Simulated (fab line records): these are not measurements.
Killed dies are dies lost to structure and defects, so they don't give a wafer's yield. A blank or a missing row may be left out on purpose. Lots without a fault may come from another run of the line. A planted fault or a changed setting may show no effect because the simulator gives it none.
The tool behind it: which one? ; flow nandHarc ; Sampling: 24 lots, 72 wafers, 6 of 1302 route steps

== WHAT THE GAUGES READ, wafer by wafer ==
NHARC_A_CONTACT_CD_MEAS_08: target cd 200 nm. Usual: cdNm reads 199.9 nm (standard deviation 0.69).
lot;measured;on;cdNm (nm);flag
L074;day 22 09:57;cdSem-02;198.9 198.8 198.7;
L076;day 23 01:32;cdSem-03;199.5 200.3 200.5;
L075;day 23 06:02;cdSem-02;200.1 200.3 200.1;
L077;day 23 06:55;cdSem-03;199.8 198.9 199.3;
L078;day 23 08:27;cdSem-01;199.6 198.9 199.6;
L079;day 24 12:53;cdSem-01;201.0 199.9 199.0;
L080;day 25 03:37;cdSem-03;199.7 199.1 199.2;
L081;day 25 08:14;cdSem-02;200.4 200.5 200.0;
L082;day 25 13:07;cdSem-02;200.1 200.8 199.8;
L083;day 25 23:54;cdSem-03;200.1 200.1 200.6;
L084;day 26 16:35;cdSem-01;199.9 199.9 200.2;
L087;day 27 09:26;cdSem-03;200.3 200.3 201.4;
L085;day 27 11:41;cdSem-02;200.5 200.2 199.7;
L086;day 27 19:21;cdSem-02;200.3 200.1 198.9;
L090;day 28 16:49;cdSem-02;200.4 199.7 200.1;
L091;day 28 18:24;cdSem-02;199.8 200.3 199.7;
L089;day 29 02:21;cdSem-01;199.4 199.5 198.4;
L088;day 29 03:41;cdSem-02;200.5 198.4 199.4;
L093;day 29 18:26;cdSem-01;199.8 199.0 199.1;
L092;day 29 18:29;cdSem-01;199.0 199.8 200.3;
L095;day 30 12:33;cdSem-01;200.9 199.2 200.3;
L094;day 30 14:06;cdSem-01;200.1 200.8 201.0;
L097;day 30 19:59;cdSem-01;199.5 200.5 199.9;
L096;day 31 02:10;cdSem-03;200.3 200.0 200.2;

NHARC_A_CONTACT_CD_MEAS_15. Usual: cdNm reads 190.0 nm (standard deviation 0.73).
lot;measured;on;cdNm (nm);flag
L074;day 22 13:22;cdSem-01;190.7 188.6 188.8;
L076;day 23 04:56;cdSem-03;189.8 190.0 190.0;
L075;day 23 10:08;cdSem-03;189.0 190.1 189.8;
L077;day 23 10:56;cdSem-01;189.9 191.4 191.2;
L078;day 23 12:51;cdSem-02;190.4 190.3 190.1;
L079;day 24 16:45;cdSem-01;190.1 190.0 190.6;
L080;day 25 07:31;cdSem-03;189.8 189.5 189.1;
L081;day 25 11:36;cdSem-02;189.8 189.0 189.4;
L082;day 25 16:59;cdSem-02;190.2 190.4 189.6;
L083;day 26 03:17;cdSem-01;188.6 188.8 189.4;
L084;day 26 19:57;cdSem-03;190.7 188.9 189.2;
L087;day 27 13:02;cdSem-03;190.4 190.7 191.4;
L085;day 27 15:03;cdSem-01;189.7 190.3 190.3;
L086;day 27 22:44;cdSem-01;190.2 190.0 189.2;
L090;day 28 20:43;cdSem-02;188.5 189.8 189.5;
L091;day 28 21:46;cdSem-01;191.7 190.8 190.0;
L089;day 29 05:44;cdSem-03;189.9 189.7 189.2;
L088;day 29 07:10;cdSem-01;191.0 190.3 191.1;
L093;day 29 21:49;cdSem-01;190.2 189.6 189.9;
L092;day 29 22:49;cdSem-03;190.4 190.0 189.9;
L095;day 30 15:56;cdSem-03;190.5 190.8 189.9;
L094;day 30 17:28;cdSem-01;191.3 191.0 190.3;
L097;day 30 23:22;cdSem-01;191.0 190.6 190.3;
L096;day 31 05:32;cdSem-03;189.7 190.0 189.8;

== WHAT TOOL EACH LOT RAN ON (gives the tool, then ch and the chambers of the sampled wafers, and finally the start) ==
lot;NHARC_A_CONTACT_ETCH_77;NHARC_A_CONTACT_ETCH_106;NHARC_A_CONTACT_DEP_85;NHARC_A_CONTACT_ETCH_88
L074;rieDiel-04 ch 1,3, day 22 06:50 or earlier;rieDiel-08 ch 0,1,2, day 22 06:50;pecvd-01 ch 0,1, day 22 09:16;rieDiel-04 ch 0,3, day 22 10:13
L076;rieDiel-04 ch 0,1,2, day 22 22:22 or earlier;rieDiel-08 ch 0,1,3, day 22 22:22;pecvd-01 ch 0,1,2, day 23 00:52;rieDiel-10 ch 1,3, day 23 01:49
L075;rieDiel-04 ch 0,2,3, day 23 00:49 or earlier;rieDiel-04 ch 0,1,2, day 23 00:49;pecvd-01 ch 0,1, day 23 05:19;rieDiel-08 ch 0,3, day 23 06:23
L077;rieDiel-08 ch 0,3, day 23 01:30 or earlier;rieDiel-04 ch 2,3, day 23 01:30;pecvd-02 ch 0,1, day 23 06:15;rieDiel-08 ch 0,3, day 23 07:34
L078;rieDiel-08 ch 0,1, day 23 04:49 or earlier;rieDiel-08 ch 0,1,3, day 23 04:49;pecvd-03 ch 0,2, day 23 07:44;rieDiel-08 ch 1,3, day 23 08:57
L079;rieDiel-04 ch 0,1, day 24 06:23 or earlier;rieDiel-10 ch 0,2,3, day 24 06:23;pecvd-02 ch 1,2, day 24 12:10;rieDiel-08 ch 1,2, day 24 13:23
L080;rieDiel-04 ch 0,2, day 24 22:50 or earlier;rieDiel-08 ch 1,2,3, day 24 22:50;pecvd-02 ch 1,2, day 25 02:53;rieDiel-10 ch 2,3, day 25 03:53
L081;rieDiel-04 ch 2,3, day 25 02:30 or earlier;rieDiel-08 ch 0,2, day 25 02:30;pecvd-02 ch 0,1,2, day 25 07:32;rieDiel-08 ch 0,1,3, day 25 08:31
L082;rieDiel-04 ch 1,3, day 25 10:01 or earlier;rieDiel-04 ch 0,2,3, day 25 10:01;pecvd-01 ch 0,1, day 25 12:23;rieDiel-04 ch 0,1,3, day 25 13:23
L083;rieDiel-04 ch 1,2, day 25 20:18 or earlier;rieDiel-04 ch 1,2, day 25 20:18;pecvd-01 ch 0,1, day 25 23:10;rieDiel-04 ch 0,1, day 26 00:10
L084;rieDiel-08 ch 0,1,2, day 26 08:51 or earlier;rieDiel-10 ch 0,2,3, day 26 08:51;pecvd-01 ch 1,2, day 26 15:53;rieDiel-10 ch 1,2, day 26 16:52
L087;rieDiel-10 ch 0,1,3, day 27 06:04 or earlier;rieDiel-04 ch 0,1,2, day 27 06:04;pecvd-01 ch 0,1,2, day 27 08:43;rieDiel-04 ch 0,1,2, day 27 09:43
L085;rieDiel-04 ch 0,1,2, day 27 08:20 or earlier;rieDiel-04 ch 0,2,3, day 27 08:20;pecvd-01 ch 0,1,2, day 27 11:07;rieDiel-04 ch 0,3, day 27 11:57
L086;rieDiel-08 ch 0,1,3, day 27 15:19 or earlier;rieDiel-10 ch 0,2,3, day 27 15:19;pecvd-01 ch 0,1, day 27 18:45;rieDiel-10 ch 0,2,3, day 27 19:38
L090;rieDiel-08 ch 0,3, day 28 12:29 or earlier;rieDiel-08 ch 1,2,3, day 28 12:29;pecvd-01 ch 0,1,2, day 28 16:05;rieDiel-04 ch 1,2,3, day 28 17:05
L091;rieDiel-04 ch 0,1,3, day 28 12:49 or earlier;rieDiel-04 ch 1,2,3, day 28 12:49;pecvd-02 ch 0,1,2, day 28 17:50;rieDiel-04 ch 0,2,3, day 28 18:40
L089;rieDiel-04 ch 0,1,3, day 28 18:06 or earlier;rieDiel-10 ch 0,3, day 28 18:06;pecvd-03 ch 0,1, day 29 01:38;rieDiel-04 ch 0,2,3, day 29 02:38
L088;rieDiel-08 ch 0,1,3, day 28 22:04 or earlier;rieDiel-04 ch 1,2,3, day 28 22:04;pecvd-02 ch 0,1,2, day 29 03:00;rieDiel-10 ch 0,1, day 29 03:58
L093;rieDiel-04 ch 1,3, day 29 13:09 or earlier;rieDiel-04 ch 0,1,3, day 29 13:09;pecvd-02 ch 0,2, day 29 17:50;rieDiel-04 ch 0,1,3, day 29 18:44
L092;rieDiel-08 ch 2,3, day 29 13:49 or earlier;rieDiel-04 ch 2,3, day 29 13:49;pecvd-01 ch 0,2, day 29 17:53;rieDiel-08 ch 0,1, day 29 18:45
L095;rieDiel-10 ch 0,2,3, day 30 07:55 or earlier;rieDiel-04 ch 0,3, day 30 07:55;pecvd-01 ch 1,2, day 30 11:52;rieDiel-04 ch 1,2,3, day 30 12:50
L094;rieDiel-04 ch 0,2,3, day 30 08:31 or earlier;rieDiel-10 ch 0,1,3, day 30 08:31;pecvd-02 ch 0,1,2, day 30 13:23;rieDiel-10 ch 0,1,3, day 30 14:22
L097;rieDiel-10 ch 0,2, day 30 16:52 or earlier;rieDiel-08 ch 0,1,2, day 30 16:52;pecvd-01 ch 0,1,2, day 30 19:16;rieDiel-10 ch 0,1,3, day 30 20:16
L096;rieDiel-08 ch 0,1,2, day 30 23:04 or earlier;rieDiel-10 ch 0,2, day 30 23:04;pecvd-03 ch 1,2, day 31 01:30;rieDiel-04 ch 0,2,3, day 31 02:26
- NHARC_A_CONTACT_ETCH_77: etches the open film in CF4/CHF3, target depth 108.9 nm, time 54.5 s.
- NHARC_A_CONTACT_ETCH_106: etches the open film in CF4/O2, target depth 90 nm, overetch 9 nm, time 49.5 s.
- NHARC_A_CONTACT_DEP_85: deposits SiON, target thk 60 nm.
- NHARC_A_CONTACT_ETCH_88: etches the open film in CF4, target depth 39 nm, time 65 s.

== AS READ BY THE TOOLS THEMSELVES (means over the sampled wafers that have a number; for cases with no such wafer, the mark the record gives instead) ==
NHARC_A_CONTACT_ETCH_77. Usual: drypumpMotorCurrentA 5.6 A, standard deviation 0.51; oesProductAu 0.934 a.u., standard deviation 0.02; rfVppV 370.7 V, standard deviation 2.3; showerheadPlenumPTorr 1.58 Torr, standard deviation 0.066; throttleValvePct 16.802 %, standard deviation 0.0088.
lot;tool;drypumpMotorCurrentA (A);oesProductAu (a.u.);rfVppV (V);showerheadPlenumPTorr (Torr);throttleValvePct (%);flag
L074;rieDiel-04;5.2;0.918;368.5;1.51;16.801;
L076;rieDiel-04;6.0;0.922;370.6;1.58;16.790;
L075;rieDiel-04;5.8;0.935;369.3;1.55;16.802;
L077;rieDiel-08;5.8;0.928;374.1;1.66;16.796;
L078;rieDiel-08;5.9;0.928;372.7;1.65;16.797;
L079;rieDiel-04;5.8;0.920;372.7;1.63;16.794;
L080;rieDiel-04;6.3;0.920;370.3;1.55;16.796;
L081;rieDiel-04;5.9;0.917;368.8;1.50;16.804;
L082;rieDiel-04;5.2;0.921;368.3;1.51;16.812;
L083;rieDiel-04;5.8;0.947;370.5;1.56;16.801;
L084;rieDiel-08;5.9;0.957;370.9;1.60;16.801;
L087;rieDiel-10;5.4;0.949;372.3;1.63;16.805;
L085;rieDiel-04;5.9;0.928;370.7;1.58;16.804;
L086;rieDiel-08;5.5;0.925;372.7;1.61;16.810;
L090;rieDiel-08;5.4;0.940;372.3;1.62;16.800;
L091;rieDiel-04;5.5;0.917;370.1;1.56;16.800;
L089;rieDiel-04;5.5;0.952;370.5;1.56;16.804;
L088;rieDiel-08;5.6;0.932;371.2;1.61;16.810;
L093;rieDiel-04;5.2;0.926;367.9;1.51;16.808;
L092;rieDiel-08;5.9;0.977;369.6;1.57;16.805;
L095;rieDiel-10;5.3;0.926;372.5;1.63;16.805;
L094;rieDiel-04;5.8;0.959;368.9;1.54;16.803;
L097;rieDiel-10;5.0;0.976;373.8;1.66;16.801;
L096;rieDiel-08;6.0;0.935;372.0;1.59;16.803;

NHARC_A_CONTACT_ETCH_106. Usual: drypumpMotorCurrentA 5.6 A, standard deviation 0.49; oes_f_703_au 0.999 a.u., standard deviation 0.0048; oesProductAu 0.997 a.u., standard deviation 0.014; rfVppV 198.0 V, standard deviation 1.5; showerheadPlenumPTorr 1.35 Torr, standard deviation 0.058; throttleValvePct 13.397 %, standard deviation 0.009.
lot;tool;drypumpMotorCurrentA (A);oes_f_703_au (a.u.);oesProductAu (a.u.);rfVppV (V);showerheadPlenumPTorr (Torr);throttleValvePct (%);flag
L074;rieDiel-08;6.0;0.998;1.007;197.7;1.37;13.386;
L076;rieDiel-08;5.6;0.997;0.997;198.3;1.38;13.396;
L075;rieDiel-04;6.0;0.997;1.001;198.4;1.34;13.407;
L077;rieDiel-04;5.9;0.995;1.002;195.8;1.27;13.390;
L078;rieDiel-08;5.5;0.999;1.001;198.8;1.38;13.391;
L079;rieDiel-10;5.3;1.001;0.992;199.9;1.40;13.391;
L080;rieDiel-08;5.6;0.997;1.002;197.2;1.34;13.391;
L081;rieDiel-08;6.1;1.000;1.027;198.8;1.40;13.410;
L082;rieDiel-04;5.8;1.002;0.997;197.8;1.31;13.395;
L083;rieDiel-04;5.8;1.002;0.991;197.7;1.32;13.404;
L084;rieDiel-10;5.3;0.999;0.989;198.8;1.39;13.391;
L087;rieDiel-04;5.9;0.998;0.996;197.9;1.34;13.404;
L085;rieDiel-04;5.8;0.998;0.984;197.5;1.31;13.397;
L086;rieDiel-10;5.3;1.000;0.998;199.1;1.39;13.393;
L090;rieDiel-08;5.7;0.998;1.000;197.7;1.33;13.399;
L091;rieDiel-04;5.6;0.999;0.981;197.1;1.29;13.404;
L089;rieDiel-10;5.3;1.000;0.986;199.0;1.39;13.398;
L088;rieDiel-04;5.6;0.994;0.993;196.9;1.29;13.402;
L093;rieDiel-04;5.5;1.003;0.997;197.3;1.32;13.393;
L092;rieDiel-04;5.9;1.003;0.987;196.7;1.27;13.395;
L095;rieDiel-04;5.7;0.998;1.004;198.6;1.34;13.402;
L094;rieDiel-10;5.5;1.001;0.989;198.6;1.38;13.401;
L097;rieDiel-08;6.0;1.001;1.010;198.6;1.35;13.404;
L096;rieDiel-10;5.1;1.000;1.000;199.5;1.42;13.394;

NHARC_A_CONTACT_DEP_85. Usual: heaterPowerW reads 771 W (standard deviation 64).
lot;tool;heaterPowerW (W);flag
L074;pecvd-01;791;
L076;pecvd-01;774;
L075;pecvd-01;709;
L077;pecvd-02;698;
L078;pecvd-03;834;
L079;pecvd-02;798;
L080;pecvd-02;800;
L081;pecvd-02;754;
L082;pecvd-01;788;
L083;pecvd-01;745;
L084;pecvd-01;823;
L087;pecvd-01;752;
L085;pecvd-01;793;
L086;pecvd-01;732;
L090;pecvd-01;761;
L091;pecvd-02;768;
L089;pecvd-03;737;
L088;pecvd-02;733;
L093;pecvd-02;738;
L092;pecvd-01;762;
L095;pecvd-01;818;
L094;pecvd-02;772;
L097;pecvd-01;782;
L096;pecvd-03;801;

NHARC_A_CONTACT_ETCH_88. Usual: drypumpMotorCurrentA 5.6 A, standard deviation 0.48; oesProductAu 0.996 a.u., standard deviation 0.013; rfVppV 151.5 V, standard deviation 1.2; showerheadPlenumPTorr 1.79 Torr, standard deviation 0.076; throttleValvePct 13.283 %, standard deviation 0.0096.
lot;tool;drypumpMotorCurrentA (A);oesProductAu (a.u.);rfVppV (V);showerheadPlenumPTorr (Torr);throttleValvePct (%);flag
L074;rieDiel-04;5.4;0.997;150.8;1.72;13.275;
L076;rieDiel-10;5.6;0.998;152.3;1.84;13.277;
L075;rieDiel-08;5.4;1.003;152.1;1.83;13.282;
L077;rieDiel-08;5.8;1.007;151.9;1.86;13.286;
L078;rieDiel-08;5.4;0.993;151.6;1.78;13.289;
L079;rieDiel-08;6.1;1.005;151.2;1.76;13.278;
L080;rieDiel-10;5.3;0.990;152.3;1.84;13.285;
L081;rieDiel-08;5.5;1.008;151.6;1.82;13.288;
L082;rieDiel-04;5.5;0.988;151.2;1.76;13.278;
L083;rieDiel-04;5.8;1.003;151.7;1.83;13.286;
L084;rieDiel-10;5.2;1.001;152.4;1.87;13.279;
L087;rieDiel-04;6.0;0.998;151.5;1.77;13.286;
L085;rieDiel-04;5.7;0.995;151.7;1.78;13.276;
L086;rieDiel-10;5.3;0.989;152.4;1.84;13.294;
L090;rieDiel-04;5.6;0.987;150.0;1.71;13.281;
L091;rieDiel-04;5.8;0.991;150.7;1.73;13.280;
L089;rieDiel-04;5.8;0.995;150.7;1.73;13.284;
L088;rieDiel-10;5.3;0.990;152.4;1.86;13.274;
L093;rieDiel-04;5.5;0.995;151.1;1.75;13.282;
L092;rieDiel-08;5.8;1.016;151.5;1.84;13.281;
L095;rieDiel-04;5.6;0.992;149.4;1.71;13.275;
L094;rieDiel-10;5.4;0.992;152.4;1.83;13.278;
L097;rieDiel-10;5.4;0.986;152.3;1.83;13.284;
L096;rieDiel-04;5.7;0.999;150.4;1.73;13.285;

== THE ANSWER, worked out from the rows above alone ==
Rule: take the mean of a lot's wafers that have a number; if it is more than 3 standard deviations from the usual mean, the lot is off. A lot without any number at a reading at which 4 lots or more have one is off too. Where the step has rows for the other lots, those lots are counted as sound. After the gauges, taken in route order, come the tools' own readings; for these a lot's mean is taken, as printed above. The first step at which some lot is off is used, and at that step the reading that is off furthest; a lot without a number counts as furthest.
Nothing can be told from this: no lot is off at any reading shown.

== WHAT THE SIMULATOR HAD PUT IN ==
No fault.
